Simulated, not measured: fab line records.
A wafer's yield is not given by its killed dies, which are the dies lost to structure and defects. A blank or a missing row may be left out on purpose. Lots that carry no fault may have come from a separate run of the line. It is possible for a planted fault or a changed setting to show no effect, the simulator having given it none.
fab line records	flow nandHarc
record lots=24	wafers=72	lastDay=33
route steps=1302 shown A_STAIRCASE@788 A_SGD_CUT@908
lots with no fault: from the same line, run without faults
startH: hours from the record's opening day to when the first of the lot's shown wafers began	waitH: time in hours since the lot's previous step	" same as the row above	L1.1+2: one row covering several wafers at once	- either no value or no given start	* or withheld: withheld	< > ~ a bound
route shown NAME@n: a module of which the file shows steps, and the number in the route of the first	usual: the fault-free wafers' mean and standard deviation	same: alike in all rows	chamber/n: place in a boat	sites: readings site by site	_std_site: standard deviation across them	_edge_site: mean of outer sites minus mean of inner sites	radiusMm: for every site, how far away it sits from the centre of the wafer	mask NAME#n: copy n	behind: the tool/chamber that last shaped the wafer	hold: why the lot was held/for how many hours/how that ended	device: which transistor (n, p or np) failed to switch	end of line: the same wafers' tests at the end of the route	a step with no rows: only its recipe	killed: dies lost to structure and defects at the first sort, not the wafer's yield	map: the dies of a wafer, with x for killed, . for not killed, _ for no die there
set.NAME: the run value of the setting; set.NAME@STEP: its run value at that earlier step	model.NAME: the simulator's own value behind a step, which no gauge read
a sample of lots followed through the steps of the route, with each step as a table and each wafer as a row
services: when a tool's chamber went out of use (startH, in hours from the record's first day, below 0 if earlier), for how many hours, and the reason
## steps
# step NHARC_A_STAIRCASE_ETCH_451
# recipe targetDepthA=300	overetchA=30	timeS=16.5	ionEnergyEv=100	cf4FlowSccm=80	o2FlowSccm=20	arFlowSccm=0	rfW=300	biasW=100	chemistry=CF4/O2
# usual drypumpMotorCurrentA=5.6/0.44	oesProductAu=1.003/0.0072	rfVppV=198.1/1.2	showerheadPlenumPTorr=1.35/0.048	throttleValvePct=13.397/0.0092
lot.wafer	tool	chamber	startH	waitH	drypumpMotorCurrentA	oesProductAu	rfHoursCounterH	rfVppV	showerheadPlenumPTorr	throttleValvePct
L074.2	rieDiel-10	3	-	-	5.8	1.007	40	197.0	1.29	13.398
L074.1	"	0	"	"	5.0	1.013	36	199.0	1.35	13.388
L074.6	"	1	"	"	6.4	0.997	-	198.2	1.37	13.407
L075.3	rieDiel-01	2	-	-	5.5	0.991	53	197.8	1.35	13.386
L075.1	"	3	"	"	5.8	0.993	47	198.6	1.36	13.401
L075.6	"	3	"	"	5.9	1.003	-	196.9	1.36	13.394
L076.2	rieDiel-05	3	-	-	5.3	1.011	52	197.6	1.29	13.389
L076.3	"	2	"	"	4.8	0.997	55	199.8	1.41	13.412
L076.4	"	1	"	"	6.1	1.018	-	197.2	1.26	13.399
L077.1	rieDiel-01	0	-	-	5.4	1.023	2	196.8	1.36	13.373
L077.5	"	2	"	"	5.5	1.012	-	198.3	1.35	13.398
L077.6	"	3	"	"	5.9	1.007	-	197.4	1.36	13.388
L078.4	rieDiel-10	0	-	-	5.0	0.998	50	198.5	1.35	13.398
L078.6	"	0	"	"	5.0	1.002	-	196.9	1.35	13.404
L078.5	"	1	"	"	6.4	0.987	-	198.9	1.37	13.389
L079.2	rieDiel-01	3	-	-	5.9	1.005	9	197.2	1.36	13.401
L079.5	"	2	"	"	5.5	0.998	-	198.9	1.35	13.401
L079.6	"	3	"	"	5.8	1.003	-	197.6	1.36	13.406
L080.1	rieDiel-05	2	-	-	4.9	0.993	3	198.3	1.41	13.407
L080.4	"	3	"	"	5.3	0.999	3	196.9	1.29	13.393
L080.6	"	1	"	"	6.0	0.995	-	195.6	1.26	13.394
L081.1	rieDiel-10	2	-	-	5.8	1.014	1	199.1	1.41	13.382
L081.3	"	0	"	"	5.0	1.002	2	197.6	1.35	13.389
L081.6	"	3	"	"	5.9	1.008	-	196.2	1.29	13.401
L082.1	rieDiel-10	2	-	-	5.8	1.011	7	198.7	1.41	13.423
L082.4	"	3	"	"	5.8	1.010	7	196.4	1.29	13.390
L082.2	"	1	"	"	6.4	1.007	8	199.5	1.36	13.399
L083.1	rieDiel-10	3	-	-	5.9	1.000	13	196.2	1.29	13.401
L083.5	"	0	"	"	5.0	1.002	-	199.0	1.35	13.397
L083.6	"	1	"	"	6.4	0.996	-	200.0	1.36	13.384
L084.3	rieDiel-05	0	-	-	5.3	1.004	19	198.3	1.36	13.390
L084.2	"	1	"	"	6.1	1.018	19	196.5	1.25	13.391
L084.5	"	0	"	"	5.2	1.006	-	198.1	1.36	13.403
L086.1	rieDiel-01	0	-	-	5.5	1.007	28	197.9	1.35	13.392
L086.3	"	2	"	"	5.5	1.003	34	198.4	1.34	13.416
L086.2	"	3	"	"	5.9	1.009	32	197.0	1.35	13.410
L085.4	rieDiel-05	2	-	-	4.8	0.989	21	199.3	1.40	13.391
L085.2	"	0	"	"	5.3	1.004	21	199.8	1.36	13.417
L085.5	"	3	"	"	5.3	1.005	-	196.5	1.28	13.414
L087.4	rieDiel-01	3	-	-	5.8	1.003	39	197.9	1.35	13.399
L087.6	"	1	"	"	6.1	0.996	-	199.8	1.41	13.389
L087.5	"	2	"	"	5.5	1.006	-	198.6	1.34	13.398
L089.3	rieDiel-05	2	-	-	4.8	1.002	27	199.6	1.40	13.412
L089.5	"	1	"	"	6.0	1.007	-	196.9	1.25	13.391
L089.6	"	2	"	"	4.8	1.004	-	198.6	1.40	13.396
L088.4	rieDiel-05	1	-	-	6.1	1.007	27	194.9	1.25	13.394
L088.3	"	2	"	"	4.9	0.992	29	198.8	1.40	13.388
L088.1	"	0	"	"	5.2	0.995	28	199.2	1.35	13.400
L091.2	rieDiel-05	0	-	-	5.3	1.002	33	198.0	1.35	13.396
L091.1	"	2	"	"	4.8	0.992	33	199.1	1.40	13.405
L091.5	"	3	"	"	5.3	1.001	-	195.8	1.28	13.393
L090.3	rieDiel-10	2	-	-	5.8	0.990	40	198.8	1.40	13.402
L090.1	"	0	"	"	5.0	1.005	33	197.9	1.34	13.397
L090.5	"	2	"	"	5.8	0.994	-	198.5	1.40	13.414
L092.1	rieDiel-10	2	-	-	5.8	0.993	44	199.1	1.40	13.411
L092.2	"	0	"	"	5.0	0.993	39	199.6	1.34	13.408
L092.4	"	1	"	"	6.4	1.003	42	198.6	1.36	13.405
L095.2	rieDiel-01	1	-	-	6.1	0.994	2	199.9	1.41	13.391
L095.1	"	2	"	"	5.5	0.993	1	196.5	1.33	13.398
L095.5	"	0	"	"	5.5	0.986	-	198.6	1.35	13.401
L094.1	rieDiel-10	2	-	-	5.8	1.002	52	199.7	1.40	13.383
L094.4	"	1	"	"	6.4	0.997	50	197.6	1.35	13.408
L094.6	"	3	"	"	5.9	1.005	-	197.4	1.28	13.398
L093.1	rieDiel-01	0	-	-	5.5	0.989	3	198.3	1.35	13.385
L093.5	"	3	"	"	5.8	0.991	-	198.0	1.35	13.392
L093.6	"	0	"	"	5.5	1.000	-	199.4	1.35	13.408
L096.3	rieDiel-10	0	-	-	5.0	1.014	49	199.2	1.34	13.393
L096.1	"	2	"	"	5.8	1.013	53	199.9	1.40	13.401
L096.6	"	3	"	"	5.9	1.011	-	196.7	1.28	13.408
L097.4	rieDiel-01	1	-	-	6.2	1.006	15	199.0	1.41	13.398
L097.2	"	2	"	"	5.5	1.010	15	197.5	1.33	13.398
L097.1	"	3	"	"	5.9	0.993	14	198.6	1.34	13.414
# step NHARC_A_STAIRCASE_ETCH_273
# recipe targetDepthA=1.02e+05	timeS=2468.6	ionEnergyEv=800	c4f8FlowSccm=80	o2FlowSccm=60	arFlowSccm=withheld	rfW=600	biasW=3000	chemistry=C4F8/O2/Ar
# usual oesProductAu=0.939/0.011	rfVppV=1829/9.4
lot.wafer	tool	chamber	startH	waitH	oesProductAu	rfHoursCounterH	rfVppV
L074.2	rieDiel-10	3	-	-	0.931	40	1819
L074.1	"	0	"	"	0.925	37	1830
L074.6	"	0	"	"	0.923	-	1832
L075.1	rieDiel-01	1	-	-	0.959	53	1844
L075.3	"	2	"	"	0.948	53	1831
L075.6	"	1	"	"	0.944	-	1845
L076.2	rieDiel-05	3	-	-	0.926	52	1820
L076.3	"	1	"	"	0.920	52	1812
L076.4	"	3	"	"	0.925	-	1819
L077.1	rieDiel-01	1	-	-	0.944	2	1843
L077.5	"	1	"	"	0.944	-	1844
L077.6	"	2	"	"	0.943	-	1830
L078.4	rieDiel-10	2	-	-	0.931	55	1840
L078.5	"	1	"	"	0.936	-	1835
L078.6	"	2	"	"	0.920	-	1841
L079.2	rieDiel-01	1	-	-	0.916	8	1843
L079.6	"	3	"	"	0.935	-	1832
L079.5	"	0	"	"	0.939	-	1832
L080.1	rieDiel-05	1	-	-	0.950	4	1811
L080.4	"	0	"	"	0.942	4	1832
L080.6	"	1	"	"	0.957	-	1812
L081.3	rieDiel-10	2	-	-	0.953	2	1841
L081.1	"	3	"	"	0.967	2	1817
L081.6	"	1	"	"	0.947	-	1833
L082.2	rieDiel-10	3	-	-	0.934	7	1817
L082.4	"	0	"	"	0.922	3	1829
L082.1	"	1	"	"	0.946	8	1832
L083.1	rieDiel-10	1	-	-	0.922	14	1833
L083.6	"	0	"	"	0.933	-	1829
L083.5	"	1	"	"	0.923	-	1831
L084.3	rieDiel-05	3	-	-	0.939	21	1816
L084.2	"	0	"	"	0.942	20	1831
L084.5	"	3	"	"	0.928	-	1818
L086.3	rieDiel-01	1	-	-	0.956	30	1843
L086.2	"	2	"	"	0.957	34	1829
L086.1	"	0	"	"	0.945	28	1831
L085.2	rieDiel-05	3	-	-	0.947	23	1818
L085.4	"	0	"	"	0.950	21	1830
L085.5	"	3	"	"	0.940	-	1817
L087.4	rieDiel-01	0	-	-	0.939	36	1830
L087.5	"	0	"	"	0.936	-	1830
L087.6	"	1	"	"	0.931	-	1842
L089.3	rieDiel-05	0	-	-	0.942	28	1831
L089.6	"	1	"	"	0.946	-	1811
L089.5	"	2	"	"	0.942	-	1840
L088.1	rieDiel-05	2	-	-	0.933	29	1838
L088.4	"	3	"	"	0.934	30	1817
L088.3	"	0	"	"	0.937	29	1830
L091.1	rieDiel-05	3	-	-	0.944	35	1817
L091.2	"	1	"	"	0.937	32	1809
L091.5	"	2	"	"	0.918	-	1839
L090.3	rieDiel-10	0	-	-	0.942	33	1826
L090.1	"	3	"	"	0.929	41	1818
L090.5	"	0	"	"	0.927	-	1828
L092.2	rieDiel-10	2	-	-	0.947	45	1838
L092.4	"	3	"	"	0.942	46	1817
L092.1	"	0	"	"	0.953	39	1829
L095.1	rieDiel-01	2	-	-	0.945	2	1828
L095.2	"	3	"	"	0.944	1	1829
L095.5	"	0	"	"	0.948	-	1828
L094.1	rieDiel-10	2	-	-	0.949	52	1839
L094.4	"	0	"	"	0.954	48	1826
L094.6	"	3	"	"	0.950	-	1815
L093.1	rieDiel-01	1	-	-	0.949	4	1840
L093.5	"	0	"	"	0.934	-	1830
L093.6	"	1	"	"	0.930	-	1840
L096.3	rieDiel-10	3	-	-	0.928	56	1816
L096.1	"	0	"	"	0.926	49	1828
L096.6	"	3	"	"	0.938	-	1816
L097.1	rieDiel-01	3	-	-	0.937	14	1828
L097.4	"	0	"	"	0.935	14	1830
L097.2	"	1	"	"	0.953	15	1840
# step NHARC_A_STAIRCASE_HM_OPEN_460
# recipe o2FlowSccm=400	cosFlowSccm=20	arFlowSccm=0	rfW=500	biasW=300	chemistry=O2/COS
# usual drypumpMotorCurrentA=5.6/0.48	oesProductAu=1.003/0.0071	rfVppV=467.5/2.6	showerheadPlenumPTorr=3.14/0.12	throttleValvePct=28.329/0.0086
lot.wafer	tool	chamber	startH	waitH	drypumpMotorCurrentA	oesProductAu	rfHoursCounterH	rfVppV	showerheadPlenumPTorr	throttleValvePct
L074.2	rieDiel-10	0	-	-	5.0	1.003	39	468.7	3.16	28.342
L074.1	"	2	"	"	5.8	0.989	39	470.7	3.30	28.316
L074.6	"	3	"	"	5.8	0.993	-	466.3	3.03	28.325
L075.1	rieDiel-10	0	-	-	5.0	0.993	39	467.3	3.16	28.332
L075.3	"	1	"	"	6.4	0.994	42	469.4	3.20	28.341
L075.6	"	1	"	"	6.4	0.990	-	468.2	3.20	28.322
L076.3	rieDiel-05	3	-	-	5.3	1.006	55	466.5	3.02	28.325
L076.2	"	2	"	"	4.9	0.993	58	471.1	3.29	28.321
L076.4	"	1	"	"	6.1	0.999	-	463.1	2.95	28.322
L077.1	rieDiel-05	2	-	-	4.9	1.006	61	470.8	3.29	28.326
L077.5	"	2	"	"	4.9	1.007	-	470.5	3.29	28.349
L077.6	"	3	"	"	5.3	1.001	-	464.3	3.02	28.327
L078.4	rieDiel-01	0	-	-	5.5	1.008	9	469.3	3.17	28.324
L078.6	"	3	"	"	5.9	1.004	-	468.9	3.17	28.318
L078.5	"	0	"	"	5.5	1.004	-	469.9	3.17	28.321
L079.2	rieDiel-01	1	-	-	6.2	0.992	10	471.0	3.31	28.323
L079.6	"	1	"	"	6.2	1.002	-	470.5	3.31	28.330
L079.5	"	2	"	"	5.5	1.006	-	468.2	3.14	28.323
L080.1	rieDiel-10	2	-	-	5.8	1.005	3	470.2	3.28	28.333
L080.6	"	1	"	"	6.4	1.011	-	468.3	3.19	28.318
L080.4	"	3	"	"	5.9	1.013	-	465.8	3.02	28.340
L081.1	rieDiel-05	1	-	-	6.1	1.005	8	463.0	2.94	28.335
L081.3	"	2	"	"	4.9	0.998	10	469.7	3.28	28.315
L081.6	"	2	"	"	4.9	0.998	-	470.6	3.28	28.327
L082.1	rieDiel-05	1	-	-	6.1	1.005	13	463.5	2.94	28.314
L082.2	"	2	"	"	4.8	0.998	15	470.3	3.28	28.323
L082.4	"	3	"	"	5.3	1.008	16	465.0	3.01	28.339
L083.1	rieDiel-05	1	-	-	6.1	1.012	18	462.8	2.94	28.319
L083.5	"	2	"	"	4.9	0.990	-	472.6	3.28	28.320
L083.6	"	3	"	"	5.4	1.012	-	463.8	3.01	28.335
L084.2	rieDiel-10	2	-	-	5.8	1.005	21	470.8	3.28	28.321
L084.3	"	0	"	"	5.0	0.995	15	467.4	3.14	28.325
L084.5	"	2	"	"	5.8	1.002	-	470.4	3.28	28.333
L085.4	rieDiel-10	1	-	-	6.4	1.004	20	469.1	3.18	28.335
L085.2	"	3	"	"	5.8	1.013	21	463.4	3.01	28.334
L085.5	"	1	"	"	6.4	1.003	-	468.5	3.18	28.335
L086.2	rieDiel-01	0	-	-	5.5	1.016	30	468.4	3.16	28.331
L086.3	"	2	"	"	5.5	1.015	36	468.6	3.13	28.318
L086.1	"	3	"	"	5.9	1.005	33	468.8	3.16	28.324
L087.4	rieDiel-05	0	-	-	5.3	1.008	26	469.8	3.17	28.332
L087.5	"	0	"	"	5.3	0.999	-	466.8	3.17	28.321
L087.6	"	1	"	"	6.1	1.005	-	463.2	2.94	28.322
L089.3	rieDiel-01	3	-	-	5.9	1.007	43	467.0	3.16	28.330
L089.5	"	1	"	"	6.1	0.999	-	471.6	3.30	28.341
L089.6	"	2	"	"	5.5	1.007	-	468.4	3.13	28.340
L088.1	rieDiel-05	2	-	-	4.9	0.991	31	470.6	3.27	28.342
L088.4	"	3	"	"	5.3	1.020	31	465.6	3.00	28.319
L088.3	"	1	"	"	6.1	1.012	29	462.6	2.94	28.337
L091.1	rieDiel-05	0	-	-	5.2	1.013	35	467.2	3.16	28.323
L091.2	"	3	"	"	5.3	0.997	37	463.7	3.00	28.326
L091.5	"	1	"	"	6.1	1.003	-	463.2	2.93	28.328
L090.1	rieDiel-01	0	-	-	5.5	1.019	48	467.1	3.15	28.336
L090.3	"	1	"	"	6.1	1.003	52	471.2	3.29	28.343
L090.5	"	1	"	"	6.1	1.005	-	469.8	3.29	28.308
L092.2	rieDiel-10	0	-	-	5.0	1.000	42	466.3	3.13	28.328
L092.4	"	1	"	"	6.4	1.008	44	467.6	3.17	28.334
L092.1	"	2	"	"	5.8	0.995	47	469.4	3.26	28.328
L095.1	rieDiel-10	3	-	-	5.8	1.002	57	465.9	2.99	28.323
L095.2	"	0	"	"	5.0	1.009	50	467.1	3.13	28.325
L095.5	"	0	"	"	5.0	1.002	-	467.7	3.13	28.321
L094.4	rieDiel-05	3	-	-	5.3	1.000	48	464.4	2.99	28.309
L094.1	"	1	"	"	6.0	1.002	46	462.6	2.93	28.320
L094.6	"	2	"	"	4.9	1.001	-	469.4	3.26	28.327
L093.1	rieDiel-01	1	-	-	6.1	1.001	6	470.2	3.29	28.334
L093.6	"	1	"	"	6.1	0.999	-	470.3	3.29	28.343
L093.5	"	2	"	"	5.5	0.996	-	467.0	3.12	28.348
L096.3	rieDiel-10	1	-	-	6.4	1.018	52	468.4	3.16	28.325
L096.1	"	2	"	"	5.8	1.013	56	469.0	3.26	28.345
L096.6	"	0	"	"	5.0	1.002	-	468.2	3.13	28.320
L097.1	rieDiel-05	2	-	-	4.9	1.008	9	469.8	3.26	28.321
L097.2	"	3	"	"	5.3	1.000	9	465.5	2.99	28.332
L097.4	"	1	"	"	6.1	1.000	8	464.9	2.92	28.331
# step NHARC_A_STAIRCASE_STRIP_295
# recipe o2FlowSccm=500	arFlowSccm=0	biasW=0	chemistry=O2
# usual drypumpMotorCurrentA=5.6/0.47	oesProductAu=1.003/0.0075	rfVppV=57.7/0.9	showerheadPlenumPTorr=3.55/0.13	throttleValvePct=17.037/0.0088
lot.wafer	tool	chamber	startH	waitH	drypumpMotorCurrentA	oesProductAu	rfHoursCounterH	rfVppV	showerheadPlenumPTorr	throttleValvePct
L074.2	rieDiel-10	2	-	-	5.8	0.984	40	58.5	3.72	17.035
L074.1	"	3	"	"	5.8	0.999	43	57.7	3.42	17.028
L074.6	"	1	"	"	6.4	0.994	-	58.1	3.61	17.031
L075.3	rieDiel-10	2	-	-	5.8	0.999	41	58.3	3.72	17.040
L075.1	"	3	"	"	5.8	0.994	44	57.2	3.42	17.036
L075.6	"	3	"	"	5.8	0.997	-	58.0	3.42	17.044
L076.3	rieDiel-05	1	-	-	6.1	0.996	56	57.2	3.34	17.036
L076.2	"	2	"	"	4.9	0.990	59	57.9	3.71	17.036
L076.4	"	2	"	"	4.9	0.995	-	57.9	3.71	17.030
L077.1	rieDiel-01	2	407.14	-	5.5	1.004	5	56.8	3.56	17.026
L077.6	"	2	"	"	5.5	1.021	-	56.9	3.56	17.040
L077.5	"	3	"	"	5.9	1.006	-	57.4	3.59	17.033
L078.4	rieDiel-01	1	-	-	6.2	0.996	10	58.5	3.74	17.038
L078.5	"	3	"	"	5.9	1.012	-	59.0	3.59	17.032
L078.6	"	0	"	"	5.5	1.007	-	58.5	3.58	17.025
L079.2	rieDiel-01	0	-	-	5.5	1.008	11	59.2	3.58	17.039
L079.6	"	1	"	"	6.2	1.012	-	58.5	3.74	17.056
L079.5	"	2	"	"	5.5	1.013	-	58.8	3.55	17.026
L080.1	rieDiel-10	2	-	-	5.8	1.011	4	57.0	3.71	17.038
L080.6	"	3	"	"	5.9	0.999	-	57.0	3.41	17.044
L080.4	"	1	"	"	6.4	0.994	-	55.4	3.60	17.025
L081.1	rieDiel-05	3	-	-	5.3	1.001	10	57.0	3.41	17.040
L081.3	"	0	"	"	5.3	1.006	8	57.7	3.59	17.035
L081.6	"	3	"	"	5.3	1.009	-	57.9	3.41	17.035
L082.2	rieDiel-05	1	-	-	6.1	1.008	14	57.7	3.33	17.021
L082.1	"	2	"	"	4.9	0.998	15	57.2	3.70	17.037
L082.4	"	3	"	"	5.3	1.016	16	57.8	3.40	17.028
L083.1	rieDiel-05	1	-	-	6.1	0.998	18	56.0	3.33	17.011
L083.5	"	1	"	"	6.1	0.996	-	56.4	3.33	17.041
L083.6	"	2	"	"	4.9	0.989	-	58.7	3.70	17.032
L084.2	rieDiel-10	1	-	-	6.4	1.001	20	56.9	3.59	17.049
L084.3	"	2	"	"	5.8	0.991	21	58.3	3.70	17.034
L084.5	"	1	"	"	6.4	1.002	-	57.5	3.59	17.039
L085.2	rieDiel-10	0	-	-	5.0	1.007	17	57.7	3.55	17.039
L085.4	"	2	"	"	5.8	1.006	22	57.5	3.70	17.045
L085.5	"	0	"	"	5.0	1.002	-	58.5	3.55	17.046
L086.1	rieDiel-01	2	-	-	5.5	1.005	37	58.5	3.54	17.054
L086.2	"	3	"	"	5.8	1.006	34	56.7	3.57	17.034
L086.3	"	0	"	"	5.4	1.000	31	58.1	3.57	17.044
L087.4	rieDiel-05	3	-	-	5.3	1.008	29	57.6	3.40	17.028
L087.5	"	1	"	"	6.1	0.996	-	56.1	3.32	17.028
L087.6	"	2	"	"	4.8	0.989	-	56.4	3.70	17.023
L089.3	rieDiel-01	0	-	-	5.5	1.010	41	57.4	3.57	17.058
L089.5	"	1	"	"	6.1	0.997	-	56.5	3.72	17.035
L089.6	"	2	"	"	5.5	1.003	-	57.7	3.54	17.030
L088.3	rieDiel-05	1	-	-	6.0	1.003	29	57.7	3.32	17.038
L088.1	"	2	"	"	4.9	0.988	31	58.9	3.69	17.041
L088.4	"	3	"	"	5.3	0.998	32	56.9	3.39	17.042
L091.2	rieDiel-05	3	-	-	5.3	0.999	38	57.2	3.39	17.042
L091.1	"	0	"	"	5.3	1.003	36	57.9	3.57	17.036
L091.5	"	2	"	"	4.9	0.993	-	59.6	3.69	17.049
L090.1	rieDiel-01	2	-	-	5.5	1.010	56	58.9	3.53	17.047
L090.3	"	3	"	"	5.9	1.010	53	56.8	3.56	17.032
L090.5	"	3	"	"	5.9	1.012	-	57.4	3.56	17.043
L092.1	rieDiel-10	2	-	-	5.8	0.994	48	57.9	3.68	17.024
L092.2	"	3	"	"	5.8	1.004	50	57.9	3.39	17.037
L092.4	"	1	"	"	6.5	0.996	45	57.9	3.58	17.032
L095.2	rieDiel-10	0	-	-	5.0	0.997	50	58.0	3.53	17.036
L095.1	"	1	"	"	6.5	1.003	52	58.9	3.58	17.031
L095.5	"	3	"	"	5.9	1.010	-	57.3	3.39	17.040
L094.4	rieDiel-05	1	-	-	6.1	0.997	47	57.1	3.31	17.048
L094.1	"	3	"	"	5.3	1.001	49	57.6	3.39	17.018
L094.6	"	1	"	"	6.1	0.999	-	58.3	3.31	17.038
L093.1	rieDiel-01	1	-	-	6.2	1.003	6	56.3	3.71	17.033
L093.6	"	2	"	"	5.5	1.005	-	57.2	3.52	17.042
L093.5	"	3	"	"	5.9	0.998	-	57.5	3.56	17.033
L096.1	rieDiel-10	2	-	-	5.8	1.016	56	58.4	3.68	17.038
L096.3	"	3	"	"	5.8	1.013	59	58.0	3.39	17.044
L096.6	"	3	"	"	5.9	1.024	-	58.5	3.38	17.046
L097.4	rieDiel-05	1	-	-	6.2	1.002	9	56.7	3.31	17.025
L097.2	"	2	"	"	4.9	1.008	9	57.3	3.68	17.040
L097.1	"	3	"	"	5.3	0.997	9	56.9	3.38	17.036
# step NHARC_A_STAIRCASE_INSPECT_155
# usual rawDefectCount=403/110
lot.wafer	tool	chamber	startH	waitH	rawDefectCount
L075.1	defectInspect-01	-	442.72	0.1	394
L075.3	"	-	"	"	413
L075.6	"	-	"	"	359
L074.1	defectInspect-02	-	442.99	0.1	249
L074.2	"	-	"	"	358
L074.6	"	-	"	"	380
L076.2	defectInspect-02	-	455.28	0.1	445
L076.3	"	-	"	"	431
L076.4	"	-	"	"	387
L077.1	defectInspect-02	-	464.88	0.1	452
L077.5	"	-	"	"	384
L077.6	"	-	"	"	525
L079.2	defectInspect-02	-	473.60	0.1	374
L079.5	"	-	"	"	460
L079.6	"	-	"	"	458
L078.4	defectInspect-01	-	474.04	0.1	427
L078.5	"	-	"	"	523
L078.6	"	-	"	"	696
L081.1	defectInspect-01	-	500.73	0.1	332
L081.3	"	-	"	"	349
L081.6	"	-	"	"	328
L080.1	defectInspect-01	-	501.42	0.1	283
L080.4	"	-	"	"	427
L080.6	"	-	"	"	502
L082.1	defectInspect-02	-	515.50	0.1	340
L082.2	"	-	"	"	333
L082.4	"	-	"	"	282
L083.1	defectInspect-01	-	527.45	0.1	290
L083.5	"	-	"	"	361
L083.6	"	-	"	"	370
L084.2	defectInspect-01	-	546.21	0.1	477
L084.3	"	-	"	"	695
L084.5	"	-	"	"	347
L086.1	defectInspect-01	-	551.32	0.1	464
L086.2	"	-	"	"	362
L086.3	"	-	"	"	407
L085.2	defectInspect-01	-	551.51	0.1	694
L085.4	"	-	"	"	524
L085.5	"	-	"	"	689
L087.4	defectInspect-02	-	561.80	0.1	373
L087.5	"	-	"	"	394
L087.6	"	-	"	"	335
L089.3	defectInspect-02	-	575.09	0.1	407
L089.5	"	-	"	"	279
L089.6	"	-	"	"	412
L088.1	defectInspect-02	-	582.15	0.1	493
L088.3	"	-	"	"	410
L088.4	"	-	"	"	385
L091.1	defectInspect-01	-	596.85	0.1	377
L091.2	"	-	"	"	295
L091.5	"	-	"	"	296
L090.1	defectInspect-02	-	605.50	0.1	403
L090.3	"	-	"	"	465
L090.5	"	-	"	"	489
L092.1	defectInspect-02	-	619.62	0.1	369
L092.2	"	-	"	"	297
L092.4	"	-	"	"	472
L095.1	defectInspect-01	-	633.38	0.1	310
L095.2	"	-	"	"	507
L095.5	"	-	"	"	390
L094.1	defectInspect-02	-	633.39	0.1	601
L094.4	"	-	"	"	473
L094.6	"	-	"	"	250
L093.1	defectInspect-01	-	635.98	0.1	315
L093.5	"	-	"	"	572
L093.6	"	-	"	"	521
L096.1	defectInspect-02	-	636.09	0.1	459
L096.3	"	-	"	"	282
L096.6	"	-	"	"	434
L097.1	defectInspect-02	-	672.12	0.1	447
L097.2	"	-	"	"	304
L097.4	"	-	"	"	378
# step NHARC_A_SGD_CUT_ETCH_16
# recipe targetDepthA=3105	timeS=155.2	c4f8FlowSccm=withheld	o2FlowSccm=8	arFlowSccm=withheld	rfW=600	biasW=800	chemistry=C4F8/O2/Ar
# usual oesProductAu=0.972/0.013	rfVppV=722/3.6
lot.wafer	tool	chamber	startH	waitH	oesProductAu	rfHoursCounterH	rfVppV
L075.1	rieDiel-02	0	-	-	0.957	2	717
L075.3	"	2	"	"	0.983	2	733
L075.6	"	0	"	"	0.953	-	718
L074.1	rieDiel-13	2	-	-	0.983	5	720
L074.2	"	0	"	"	0.973	5	719
L074.6	"	3	"	"	0.989	-	717
L076.4	rieDiel-12	3	-	-	0.983	0	719
L076.2	"	0	"	"	0.967	0	726
L076.3	"	1	"	"	0.979	0	721
L077.1	rieDiel-13	3	-	-	0.970	5	717
L077.6	"	1	"	"	0.979	-	722
L077.5	"	2	"	"	0.980	-	721
L079.2	rieDiel-12	0	-	-	0.967	2	725
L079.5	"	3	"	"	0.973	-	721
L079.6	"	0	"	"	0.967	-	725
L078.4	rieDiel-02	1	-	-	0.964	3	726
L078.6	"	0	"	"	0.963	-	719
L078.5	"	1	"	"	0.960	-	726
L081.1	rieDiel-12	3	-	-	0.971	4	720
L081.3	"	0	"	"	0.969	4	727
L081.6	"	2	"	"	0.986	-	719
L080.1	rieDiel-13	2	-	-	0.983	9	719
L080.4	"	3	"	"	0.976	8	716
L080.6	"	3	"	"	0.973	-	718
L082.2	rieDiel-13	1	-	-	0.973	10	725
L082.1	"	2	"	"	0.965	9	719
L082.4	"	3	"	"	0.973	9	719
L083.1	rieDiel-02	2	-	-	0.959	5	729
L083.5	"	3	"	"	0.968	-	724
L083.6	"	0	"	"	0.959	-	718
L084.2	rieDiel-13	1	-	-	0.968	2	723
L084.3	"	3	"	"	0.994	1	718
L084.5	"	2	"	"	0.997	-	720
L086.3	rieDiel-02	0	-	-	0.965	7	719
L086.1	"	2	"	"	0.965	6	731
L086.2	"	3	"	"	0.968	7	724
L085.4	rieDiel-12	1	-	-	0.951	8	722
L085.2	"	0	"	"	0.947	8	726
L085.5	"	1	"	"	0.955	-	722
L087.4	rieDiel-02	3	-	-	0.985	8	723
L087.6	"	0	"	"	0.973	-	718
L087.5	"	1	"	"	0.969	-	728
L089.3	rieDiel-12	2	-	-	0.958	10	721
L089.5	"	1	"	"	0.948	-	722
L089.6	"	2	"	"	0.951	-	721
L088.3	rieDiel-13	0	-	-	0.981	4	718
L088.4	"	1	"	"	0.969	4	723
L088.1	"	3	"	"	0.988	3	716
L091.2	rieDiel-12	2	-	-	0.975	12	721
L091.1	"	0	"	"	0.969	11	725
L091.5	"	1	"	"	0.965	-	722
L090.3	rieDiel-12	3	-	-	0.961	13	721
L090.1	"	1	"	"	0.986	11	721
L090.5	"	3	"	"	0.958	-	720
L092.4	rieDiel-02	1	-	-	0.995	2	727
L092.2	"	2	"	"	0.989	2	729
L092.1	"	0	"	"	0.972	2	718
L095.2	rieDiel-12	3	-	-	0.962	1	720
L095.1	"	0	"	"	0.972	1	726
L095.5	"	2	"	"	0.969	-	721
L094.1	rieDiel-02	0	-	-	0.958	3	719
L094.4	"	1	"	"	0.968	2	726
L094.6	"	0	"	"	0.970	-	719
L093.1	rieDiel-13	3	-	-	0.981	7	718
L093.5	"	0	"	"	0.978	-	719
L093.6	"	1	"	"	0.979	-	723
L096.3	rieDiel-12	1	-	-	0.976	1	721
L096.1	"	2	"	"	0.982	1	719
L096.6	"	1	"	"	0.990	-	721
L097.2	rieDiel-13	0	-	-	0.976	10	718
L097.1	"	2	"	"	0.987	9	719
L097.4	"	3	"	"	0.977	9	717
## services
tool	chamber	startH	hours	kind
rieDiel-10	1	374.92	1.3	repair
rieDiel-10	2	379.05	2.2	repair
rieDiel-01	-	381.64	9.0	pm
rieDiel-13	3	386.69	16.1	repair
rieDiel-12	1	393.93	9.4	repair
rieDiel-13	2	405.21	4.8	repair
rieDiel-05	-	406.83	9.0	pm
rieDiel-13	1	411.79	4.6	repair
rieDiel-10	-	419.66	9.0	pm
rieDiel-05	-	425.45	2.7	repair
rieDiel-12	1	426.76	6.1	repair
rieDiel-01	-	427.65	0.6	repair
rieDiel-12	-	445.40	9.0	pm
rieDiel-12	2	491.65	2.8	repair
rieDiel-12	1	554.42	7.1	repair
rieDiel-12	2	554.98	1.9	repair
rieDiel-01	-	558.64	9.0	pm
rieDiel-12	-	561.29	0.2	repair
rieDiel-05	-	583.83	9.0	pm
rieDiel-10	-	596.66	9.0	pm
rieDiel-12	-	622.40	9.0	pm
rieDiel-05	1	640.92	3.6	repair
rieDiel-10	2	656.88	17.1	repair
rieDiel-01	3	663.68	8.8	repair
## key
fault none
